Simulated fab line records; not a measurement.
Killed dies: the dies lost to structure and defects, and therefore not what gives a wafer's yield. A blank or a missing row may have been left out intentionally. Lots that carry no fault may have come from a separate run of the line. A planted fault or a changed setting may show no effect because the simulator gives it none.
Which tool was responsible?    flow nandHarc    18 wafers from 6 lots sampled at 4 of the route's 1159 steps

## WHAT THE GAUGES READ, wafer by wafer
NHARC_END_SORT_01.
lot   measured      on         killedAtPeriphery
L236  day 24 04:46  prober-02  1 1 1
L238  day 24 20:57  prober-02  4 2 0

## EACH LOT AND THE TOOL THAT RAN IT (in order: tool; ch and the chambers of the sampled wafers; start)
lot   NHARC_A_CONTACT_DEP_24           NHARC_A_M1_DESCUM_14               NHARC_A_M1_ANNEAL_31
L220  pecvd-01 ch 0,1,2, day 16 14:14  rieDiel-09 ch 1,3, day 18 00:44    rtpAnneal-01 ch 0, day 18 02:36
L217  pecvd-01 ch 0,1, day 17 04:29    rieDiel-10 ch 0,2,3, day 19 01:16  rtpAnneal-02 ch 0, day 19 03:06
L223  pecvd-03 ch 1,2, day 18 04:45    rieDiel-07 ch 0,1,2, day 19 21:50  rtpAnneal-01 ch 0, day 19 23:52
L233  pecvd-01 ch 0,1,2, day 19 21:59  rieDiel-10 ch 0,2,3, day 21 13:07  rtpAnneal-02 ch 0, day 21 14:52
L236  pecvd-01 ch 0,1, day 20 19:12    rieDiel-10 ch 0,2,3, day 22 12:28  rtpAnneal-02 ch 0, day 22 14:54
L238  pecvd-01 ch 1,2, day 21 13:31    rieDiel-09 ch 0,2,3, day 23 10:15  rtpAnneal-01 ch 0, day 23 12:07
- NHARC_A_CONTACT_DEP_24: deposits SiO2, target thk 500 nm.
- NHARC_A_M1_DESCUM_14: chemistry O2, time 3 s.
- NHARC_A_M1_ANNEAL_31: time 90 s.

## THE ANSWER, worked out from the rows above alone
Rule: the usual values come from the lots themselves. The widest of any qualifying gaps counts: lots, ordered by their means at a reading, are off when they make up no more than a third of the lots, leave a main group of 4 or more, and stand apart from it by 3 or more times the standard deviation of that group's means. The tables above print the reading to a certain number of digits; a main group whose means all agree to those digits is not used. Also off: a lot with no number at a reading for which 4 or more lots have one. The other lots that the step has rows for count as sound.
Across all readings shown, no lot is off: no conclusion can be drawn from this.

## WHAT THE SIMULATOR PUT IN
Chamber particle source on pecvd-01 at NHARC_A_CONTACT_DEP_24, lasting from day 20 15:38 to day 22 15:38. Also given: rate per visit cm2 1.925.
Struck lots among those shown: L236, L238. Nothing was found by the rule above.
